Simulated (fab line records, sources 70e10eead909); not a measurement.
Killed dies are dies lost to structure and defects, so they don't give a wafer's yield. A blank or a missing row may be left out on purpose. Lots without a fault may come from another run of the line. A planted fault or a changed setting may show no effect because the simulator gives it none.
Which tool did it? | flow nand_harc | 13 lots, 39 wafers sampled, at 5 steps of a route of 1302

WHAT THE GAUGES READ, wafer by wafer
NHARC_THIN_TSV_CD_MEAS_33: target cd 5000 nm. Usual: cd_nm 5000.2 nm, standard deviation 1.4.
lot  | measured     | on        | cd_nm (nm)           | flag
L926 | day 24 11:08 | cd_sem-02 | 5000.1 4999.9 4998.2 |
L927 | day 24 09:22 | cd_sem-02 | 4999.7 4999.7 5000.0 |
L928 | day 25 00:01 | cd_sem-02 | 5000.3 5001.2 5001.7 |
L930 | day 25 03:31 | cd_sem-02 | 5002.1 4999.2 4998.4 |
L931 | day 25 12:05 | cd_sem-02 | 5000.0 4998.9 4999.8 |
L932 | day 27 01:10 | cd_sem-02 | 4998.3 4998.3 5000.1 |
L933 | day 26 20:18 | cd_sem-02 | 4998.3 4998.4 5000.7 |
L934 | day 28 01:05 | cd_sem-03 | 5000.1 5002.4 4999.8 |
L937 | day 29 01:06 | cd_sem-02 | 4999.8 5001.0 4999.9 |
L945 | day 31 17:31 | cd_sem-02 | 5000.5 5001.8 5000.2 |
L946 | day 33 07:43 | cd_sem-02 | 5000.7 5004.2 5003.6 |
L947 | day 33 05:46 | cd_sem-01 | 4998.1 5000.5 5000.1 |
L949 | day 33 15:51 | cd_sem-03 | 4999.2 5001.2 4999.8 |

NHARC_END_SORT_01. Usual: defect_limited_yield 90.7 %, standard deviation 2.6; killed_at_array 59, standard deviation 17; killed_at_other 0.7, standard deviation 0.9; killed_at_periphery 3.6, standard deviation 2.3; killed_dies 63, standard deviation 18; killed_open 3.4, standard deviation 1.9; killed_short 2.6, standard deviation 1.7.
lot  | measured     | on        | defect_limited_yield (%) | killed_at_array | killed_at_other | killed_at_periphery | killed_dies | killed_open | killed_short | flag
L926 | day 24 19:20 | prober-01 | 90.1 92.2 91.1           | 64 53 55        | 0 0 0           | 3 0 5               | 67 53 60    | 3 3 4       | 7 1 4        |
L927 | day 24 19:19 | prober-02 | 88.5 89.4 88.9           | 74 67 70        | 0 0 0           | 4 5 5               | 78 72 75    | 2 8 3       | 3 0 1        |
L928 | day 25 09:56 | prober-02 | 90.8 91.3 93.6           | 60 58 42        | 1 0 0           | 1 1 1               | 62 59 43    | 6 2 2       | 3 6 1        |
L930 | day 25 16:53 | prober-02 | 93.2 92.3 91.9           | 43 49 51        | 2 0 0           | 1 3 4               | 46 52 55    | 2 4 5       | 2 1 5        |
L931 | day 25 22:58 | prober-01 | 88.3 86.9 90.4           | 76 86 63        | 1 2 2           | 2 1 0               | 79 89 65    | 3 3 2       | 4 9 0        |
L932 | day 27 11:55 | prober-01 | 91.0 89.2 90.3           | 57 67 61        | 0 1 0           | 4 5 5               | 61 73 66    | 7 3 2       | 2 2 2        |
L933 | day 27 06:02 | prober-02 | 87.9 86.3 87.1           | 75 87 79        | 1 1 2           | 6 5 6               | 82 93 87    | 5 5 2       | 4 3 1        |
L934 | day 28 12:28 | prober-01 | 87.1 85.2 86.3           | 79 92 86        | 1 2 0           | 7 6 7               | 87 100 93   | 3 6 3       | 4 2 2        |
L937 | day 29 12:18 | prober-01 | 93.1 79.8 91.0           | 43 59 61        | 0 0 0           | 4 78 0              | 47 137 61   | 3 5 2       | 3 4 4        | OFF
L945 | day 32 01:13 | prober-02 | 90.8 91.1 92.6           | 55 51 46        | 0 2 0           | 7 7 4               | 62 60 50    | 1 7 0       | 1 2 1        |
L946 | day 33 16:14 | prober-02 | 94.1 95.0 94.5           | 37 31 33        | 1 2 3           | 2 1 1               | 40 34 37    | 2 5 4       | 6 3 1        |
L947 | day 33 15:20 | prober-01 | 91.7 87.7 91.6           | 53 75 52        | 2 5 1           | 1 3 4               | 56 83 57    | 1 6 3       | 2 5 6        |
L949 | day 34 07:04 | prober-01 | 89.4 91.1 90.3           | 69 58 64        | 0 1 0           | 3 1 2               | 72 60 66    | 0 6 1       | 4 3 1        |

WHICH TOOL RAN EACH LOT (tool, then ch and the chambers of the sampled wafers, then the start)
lot  | NHARC_P_BONDPAD_PRE_CLEAN_26 | NHARC_THIN_TSV_DEGAS_49      | NHARC_THIN_TSV_ANNEAL_52
L926 | pvd_sputter-03, day 6 14:40  | pvd_sputter-02, day 24 08:02 | rtp_anneal-01 ch 0, day 24 09:15
L927 | pvd_sputter-01, day 6 20:01  | pvd_sputter-02, day 24 06:14 | rtp_anneal-02 ch 0, day 24 07:28
L928 | pvd_sputter-01, day 7 14:04  | pvd_sputter-03, day 24 20:53 | rtp_anneal-02 ch 0, day 24 22:07
L930 | pvd_sputter-01, day 8 07:48  | pvd_sputter-03, day 25 00:23 | rtp_anneal-02 ch 0, day 25 01:34
L931 | pvd_sputter-03, day 8 12:49  | pvd_sputter-03, day 25 09:06 | rtp_anneal-01 ch 0, day 25 10:19
L932 | pvd_sputter-03, day 9 06:27  | pvd_sputter-01, day 26 22:03 | rtp_anneal-02 ch 0, day 26 23:19
L933 | pvd_sputter-01, day 9 14:41  | pvd_sputter-03, day 26 17:11 | rtp_anneal-02 ch 0, day 26 18:22
L934 | pvd_sputter-03, day 10 04:33 | pvd_sputter-01, day 27 21:46 | rtp_anneal-02 ch 0, day 27 23:17
L937 | pvd_sputter-03, day 11 03:07 | pvd_sputter-02, day 28 21:58 | rtp_anneal-01 ch 0, day 28 23:14
L945 | pvd_sputter-01, day 14 14:13 | pvd_sputter-02, day 31 14:23 | rtp_anneal-01 ch 0, day 31 15:38
L946 | pvd_sputter-03, day 15 01:00 | pvd_sputter-02, day 33 04:31 | rtp_anneal-01 ch 0, day 33 05:44
L947 | pvd_sputter-01, day 15 09:50 | pvd_sputter-02, day 33 02:45 | rtp_anneal-01 ch 0, day 33 03:56
L949 | pvd_sputter-01, day 16 12:40 | pvd_sputter-01, day 33 12:44 | rtp_anneal-01 ch 0, day 33 13:55
- NHARC_P_BONDPAD_PRE_CLEAN_26: time 30 s.
- NHARC_THIN_TSV_DEGAS_49: time 120 s.
- NHARC_THIN_TSV_ANNEAL_52: time 90 s.

WHAT THE TOOLS THEMSELVES READ (means of the sampled wafers that have a number; where no wafer has one, the mark that the record gives instead)
NHARC_P_BONDPAD_PRE_CLEAN_26. Usual: heater_power_w 423 W, standard deviation 38; susceptor_temp_C 279.98 C, standard deviation 0.18.
lot  | tool           | heater_power_w (W) | susceptor_temp_C (C) | flag
L926 | pvd_sputter-03 | 413                | -                    | OFF
L927 | pvd_sputter-01 | 454                | 279.70               |
L928 | pvd_sputter-01 | 415                | 279.92               |
L930 | pvd_sputter-01 | 415                | 279.89               |
L931 | pvd_sputter-03 | 432                | 279.77               |
L932 | pvd_sputter-03 | 459                | 280.01               |
L933 | pvd_sputter-01 | 403                | -                    | OFF
L934 | pvd_sputter-03 | 460                | 279.97               |
L937 | pvd_sputter-03 | 407                | 280.13               |
L945 | pvd_sputter-01 | 414                | -                    | OFF
L946 | pvd_sputter-03 | 472                | 279.96               |
L947 | pvd_sputter-01 | 432                | 280.13               |
L949 | pvd_sputter-01 | 412                | 280.03               |

NHARC_THIN_TSV_DEGAS_49. Usual: heater_power_w 473 W, standard deviation 49; susceptor_temp_C 299.97 C, standard deviation 0.21.
lot  | tool           | heater_power_w (W) | susceptor_temp_C (C) | flag
L926 | pvd_sputter-02 | 432                | 300.11               |
L927 | pvd_sputter-02 | 435                | 299.98               |
L928 | pvd_sputter-03 | 497                | -                    | OFF
L930 | pvd_sputter-03 | 499                | -                    | OFF
L931 | pvd_sputter-03 | 472                | 299.92               |
L932 | pvd_sputter-01 | 502                | 300.01               |
L933 | pvd_sputter-03 | 497                | 299.78               |
L934 | pvd_sputter-01 | 518                | 300.01               |
L937 | pvd_sputter-02 | 474                | -                    | OFF
L945 | pvd_sputter-02 | 454                | 299.72               |
L946 | pvd_sputter-02 | 456                | 299.88               |
L947 | pvd_sputter-02 | 452                | 299.94               |
L949 | pvd_sputter-01 | 503                | 299.91               |

NHARC_THIN_TSV_ANNEAL_52. Usual: wafer_temp_C_max 226.3, standard deviation 0.47.
lot  | tool          | wafer_temp_C_max | flag
L926 | rtp_anneal-01 | 226.9            |
L927 | rtp_anneal-02 | 226.0            |
L928 | rtp_anneal-02 | 226.1            |
L930 | rtp_anneal-02 | 226.0            |
L931 | rtp_anneal-01 | 226.7            |
L932 | rtp_anneal-02 | 225.9            |
L933 | rtp_anneal-02 | 225.9            |
L934 | rtp_anneal-02 | 226.0            |
L937 | rtp_anneal-01 | 226.9            |
L945 | rtp_anneal-01 | 226.6            |
L946 | rtp_anneal-01 | 226.4            |
L947 | rtp_anneal-01 | 226.6            |
L949 | rtp_anneal-01 | 226.8            |

THE ANSWER, worked out from the rows above alone
Rule: a lot is off if the mean of its wafers that have a number lies more than 3 standard deviations from the usual mean. A lot without any number at a reading at which 4 lots or more have one is off too. The other lots that the step has rows for count as sound. The gauges are gone through in route order, then the tools' own readings, and for those a lot's mean is taken as printed above. The first step at which some lot is off is used, and at that step the reading that is off furthest; a lot without a number counts as furthest.
Off: L937, at NHARC_END_SORT_01 (killed_at_periphery).
A tool fits if, at a process step before that reading, it ran every lot that is off, and no sound lot after the first of them. The gauges at NHARC_END_SORT_01 aren't tried: what is off there is off at NHARC_THIN_TSV_DEGAS_49 too, on other tools, and a gauge's error can't cause that. None of those tried fits.

WHAT THE SIMULATOR HAD PUT IN
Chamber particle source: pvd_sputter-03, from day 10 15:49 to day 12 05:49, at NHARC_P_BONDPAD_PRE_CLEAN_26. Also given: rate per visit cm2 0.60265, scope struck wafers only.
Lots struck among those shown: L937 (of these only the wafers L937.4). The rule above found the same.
